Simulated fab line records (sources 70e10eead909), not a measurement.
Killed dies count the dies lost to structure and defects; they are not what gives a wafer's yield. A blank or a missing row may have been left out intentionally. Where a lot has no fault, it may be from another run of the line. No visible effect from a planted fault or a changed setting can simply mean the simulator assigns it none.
Chamber matching | flow nand harc | NHARC_A_CHANNEL_FILL_D1_CMP_10 on cmp-04 has 4 sister chambers
The step polishes, target thk 150 nm. 14 wafers are shown with their chamber, then 7 later ones without.

WAFERS, EACH WITH ITS CHAMBER
wafer  | chamber | motor current A (A) | time to endpoint s (s)
L075.2 | 0       | 11.1                | 15.1
L075.5 | 1       | 12.3                | 12.2
L075.6 | 0       | 11.2                | 15.3
L077.2 | 0       | 11.1                | 20.5
L077.5 | 0       | 11.0                | 17.1
L077.6 | 3       | 12.3                | 13.8
L080.1 | 1       | 12.1                | 14.6
L080.2 | 3       | 12.3                | 13.5
L080.3 | 2       | 12.7                | 13.1
L085.2 | 2       | 12.6                | 18.2
L085.3 | 0       | 11.2                | 17.1
L085.4 | 1       | 12.1                | 12.5
L089.1 | 3       | 11.5                | 13.2
L089.2 | 2       | 11.6                | 15.3

SIGNATURES, as means of the wafers listed above
reading            | chamber 0 | chamber 1 | chamber 2 | chamber 3 | scatter within a chamber
motor current A    | 11.120    | 12.167    | 12.300    | 12.033    | 0.349
time to endpoint s | 17.020    | 13.100    | 15.533    | 13.500    | 1.88
Rule: a wafer lies at a distance from a chamber equal to the root of the sum of squares, over the readings, of (its reading less the chamber's mean, divided by the reading's scatter). The wafer belongs to the nearest chamber; if the next one is less than 2 further off, it can't be placed. How the scatter is found: for the shown wafers, subtract from each reading the mean of its chamber, square and add these, divide the total by (wafers less chambers), then take the root.

WAFERS MISSING THEIR CHAMBER
wafer  | motor current A (A) | time to endpoint s (s)
L089.5 | 11.6                | 15.7
L095.1 | 12.1                | 15.4
L095.4 | 11.7                | 13.5
L095.5 | 11.7                | 15.2
L097.3 | 10.5                | 17.4
L097.4 | 11.8                | 15.9
L097.6 | 11.9                | 13.2

WHICH CHAMBER EACH ONE RAN IN
wafer  | from the rows above               | in truth
L089.5 | can't be placed: 0 or 3 or 2 or 1 | 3
L095.1 | can't be placed: 2 or 3 or 1      | 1
L095.4 | can't be placed: 3 or 1 or 2 or 0 | 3
L095.5 | can't be placed: 3 or 2 or 1 or 0 | 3
L097.3 | 0                                 | 0
L097.4 | can't be placed: 3 or 2 or 1 or 0 | 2
L097.6 | can't be placed: 3 or 1 or 2      | 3
Correct placement for 1 of the 7. Can't be placed from these rows: 6 (the true chamber is among the candidates in 6). Wrongly placed: 0.
